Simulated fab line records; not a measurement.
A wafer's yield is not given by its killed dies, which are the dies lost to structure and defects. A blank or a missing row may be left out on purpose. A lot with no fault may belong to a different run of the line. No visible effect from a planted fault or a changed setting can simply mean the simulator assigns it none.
Split-lot experiment ; flow n5_finfet ; 7 lots, 39 wafers read, on a route of 1938 steps

THE SPLIT ITSELF
At N5_DUMMY_GATE_EXPOSE_12 (exposes mask GATE, target cd 25 nm), the setting dose_mj was moved away from the recipe's 34 on 9 of the 39 wafers read, by -5.6% to +6.4%. For the rest of the wafers, this setting stayed at what the recipe calls for.

FROM THE SPLIT TO THE READING: what the file shows between them, 2 steps
- N5_DUMMY_GATE_PEB_13: peb time 60 s
- N5_DUMMY_GATE_DEVELOP_14: develop time 30 s

THE READING
cd_nm (nm) at N5_DUMMY_GATE_CD_MEAS_15, where the cd target is 25.8 nm. On this fab line, fault-free wafers typically give 24.99 nm with a standard deviation of 0.22 nm.

wafer;tool, chamber at the split;dose_mj as run;against the recipe;cd_nm, nm;against lot-mates on the recipe
L078.1;euv_scanner-01, 0;34;recipe;25.07;-
L078.2;euv_scanner-01, 0;34;recipe;25.07;-
L078.3;euv_scanner-01, 0;34;recipe;25.57;-
L078.4;euv_scanner-01, 0;34;recipe;25.66;-
L078.5;euv_scanner-01, 0;34;recipe;25.10;-
L078.6;euv_scanner-01, 0;34;recipe;25.23;-
L084.1;euv_scanner-01, 0;34.85;+2.5%;24.71;-0.46
L084.2;euv_scanner-01, 0;34;recipe;25.16;-
L084.3;euv_scanner-01, 0;34.85;+2.5%;24.71;-0.46
L084.4;euv_scanner-01, 0;34;recipe;25.08;-
L084.5;euv_scanner-01, 0;34.85;+2.5%;24.58;-0.59
L084.6;euv_scanner-01, 0;34;recipe;25.28;-
L085.1;euv_scanner-02, 0;34;recipe;25.22;-
L085.2;euv_scanner-02, 0;32.11;-5.6%;26.28;+1.25
L085.3;euv_scanner-02, 0;32.11;-5.6%;26.30;+1.27
L085.4;euv_scanner-02, 0;34;recipe;25.04;-
L085.5;euv_scanner-02, 0;34;recipe;24.82;-
L085.6;euv_scanner-02, 0;32.11;-5.6%;25.89;+0.86
L087.2;euv_scanner-01, 0;34;recipe;25.29;-
L087.3;euv_scanner-01, 0;34;recipe;25.09;-
L087.5;euv_scanner-01, 0;34;recipe;24.99;-
L088.1;euv_scanner-01, 0;36.16;+6.4%;23.93;-0.92
L088.2;euv_scanner-01, 0;34;recipe;24.72;-
L088.3;euv_scanner-01, 0;34;recipe;24.94;-
L088.4;euv_scanner-01, 0;36.16;+6.4%;23.94;-0.91
L088.5;euv_scanner-01, 0;36.16;+6.4%;23.77;-1.08
L088.6;euv_scanner-01, 0;34;recipe;24.89;-
L089.1;euv_scanner-01, 0;34;recipe;24.90;-
L089.2;euv_scanner-01, 0;34;recipe;24.75;-
L089.3;euv_scanner-01, 0;34;recipe;25.04;-
L089.4;euv_scanner-01, 0;34;recipe;24.85;-
L089.5;euv_scanner-01, 0;34;recipe;25.02;-
L089.6;euv_scanner-01, 0;34;recipe;24.92;-
L091.1;euv_scanner-02, 0;34;recipe;25.08;-
L091.2;euv_scanner-02, 0;34;recipe;25.34;-
L091.3;euv_scanner-02, 0;34;recipe;24.79;-
L091.4;euv_scanner-02, 0;34;recipe;24.72;-
L091.5;euv_scanner-02, 0;34;recipe;25.22;-
L091.6;euv_scanner-02, 0;34;recipe;24.67;-

FIT RESULTS
A straight line over all 39 wafers: cd_nm changes by -0.188 nm for each +1% of dose_mj; r = -0.90; the points scatter about the line by 0.22 nm.
The same after taking each lot's own level away (the mean of its wafers on the recipe; 39 wafers): -0.178 nm for each +1%; r = -0.92; scatter 0.18 nm.
On that fit, the largest move of dose_mj shifts the reading by 1.1 nm.
The lots' own levels span 24.850 to 25.283 nm, that is 2.0 times the standard deviation above.
Hence the lot-to-lot level has little effect on the slope; both slopes agree.
Check: for one of the wafers moved furthest among these (+6.4%), held out of the fit, the line's prediction against its lot-mates is -1.15 nm. It came out at -0.92 nm against them.

ADDITIONAL SPLITS CARRIED BY THESE WAFERS
These wafers also went through other splits before the reading. Each is held against what the fit with the lots' levels taken away leaves over:
other split on the same wafers;wafers away from the commonest value;r with cd_nm (lot level and that fit taken away)
N5_FIN_SAQP_EXPOSE_13 dose_mj;12;+0.17
N5_FIN_SAQP_ETCH_52 source_w;15;+0.08

THE WHOLE CHAIN: every reading that the file lists as answering this split, in the file's order
step;what it does;reading;change (the file's fit);r (the file's)
N5_DUMMY_GATE_CD_MEAS_15;target cd 25.8 nm;cd_nm;-0.177 nm for each +1% of the setting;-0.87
N5_DUMMY_GATE_TRIM_49;chemistry O2, time 29 s, target cd 14 nm;DUMMY_GATE.cd_nm (the simulator's own value, which no gauge read);-0.157 nm for each +1% of the setting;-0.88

FILE'S OWN FIT
cd_nm changes by -0.177 nm for each +1% of dose_mj, r = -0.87.
